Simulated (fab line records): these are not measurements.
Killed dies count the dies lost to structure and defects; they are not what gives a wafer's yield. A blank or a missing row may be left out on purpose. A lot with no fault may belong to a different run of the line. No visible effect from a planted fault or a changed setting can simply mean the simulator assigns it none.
The same fault as seen by 2 desks ; flow nand-harc ; what lay behind the numbers comes last; until then each desk has only its own

THE TOOL OWNER'S DESK: arfi-scanner-03
The tool's own readings at NHARC_A_SLIT_EXPOSE_06 (exposes mask SLIT): means of the sampled wafers that have a number, for each lot that ran on this tool. Any lot whose mean is over 4 standard deviations away from the usual mean is out of limits and marked OUT; that distance is given in the brackets.
Columns: A = exposure-dose-mJ-cm2 at NHARC_A_SLIT_EXPOSE_06, usual 60.82
lot;first seen here;A
L661;day 15 08:20;60.82
L663;day 16 16:29;60.86
L666;day 17 10:24;42.04 (-99 or more) OUT
L671;day 18 08:30;45.81 (-99 or more) OUT
This desk finds L666, L671 out of limits, L666 being first, at day 17 10:24 (exposure-dose-mJ-cm2 at NHARC_A_SLIT_EXPOSE_06). L661, L663: within limits.

THE METROLOGY DESK
Lot by lot, what the gauges showed, no matter which tool ran the lot: averages of those sampled wafers that carry a number. Any lot whose mean is over 4 standard deviations away from the usual mean is out of limits and marked OUT; that distance is given in the brackets.
Columns: A = cd-nm at NHARC_A_SLIT_CD_MEAS_09, usual 299.9 nm; B = overlay-x-nm at NHARC_A_SLIT_OVL_MEAS_10, usual 0.1 nm; C = overlay-y-nm at NHARC_A_SLIT_OVL_MEAS_10, usual -0.1 nm
lot;first seen here;A;B;C
L656;day 14 13:23;299.4;-0.4;-0.5
L655;day 14 23:16;300.2;-0.4;0.6
L661;day 15 08:28;299.7;-0.9;0.6
L660;day 15 09:04;299.1;0.9;-0.6
L662;day 16 02:34;299.9;0.4;-0.3
L663;day 16 16:38;300.2;-0.7;1.7
L666;day 17 10:32;285.1 (-25) OUT;1.7;0.3
L664;day 17 11:26;300.0;0.2;0.0
L671;day 18 08:38;287.3 (-21) OUT;0.7;-0.2
L675;day 19 06:56;300.3;0.4;0.3
L676;day 19 07:05;300.1;0.0;0.4
L677;day 19 18:33;299.6;0.1;-0.4
This desk finds L666, L671 out of limits, L666 being first, at day 17 10:32 (cd-nm at NHARC_A_SLIT_CD_MEAS_09). L656, L655, L661, L660, L662, L663, L664, L675, L676, L677: within limits.

PUT TOGETHER
The tool owner's desk had the chance to raise an alarm at day 17 10:24 on L666, L671.
The metrology desk could have raised an alarm at day 17 10:32, on L666, L671.
Of the lots named, all ran NHARC_A_SLIT_EXPOSE_06 on arfi-scanner-03.

WHAT WAS PUT IN BY THE SIMULATOR
Drift in process parameters on arfi-scanner-03 at NHARC_A_SLIT_EXPOSE_06, starting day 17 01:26. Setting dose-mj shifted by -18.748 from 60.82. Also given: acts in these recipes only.
Struck lots among those shown: L666, L671.
Delay (hours) between the fault's onset and each desk's first out-of-limits reading: 9 at the tool owner's desk, 9 at the metrology desk.
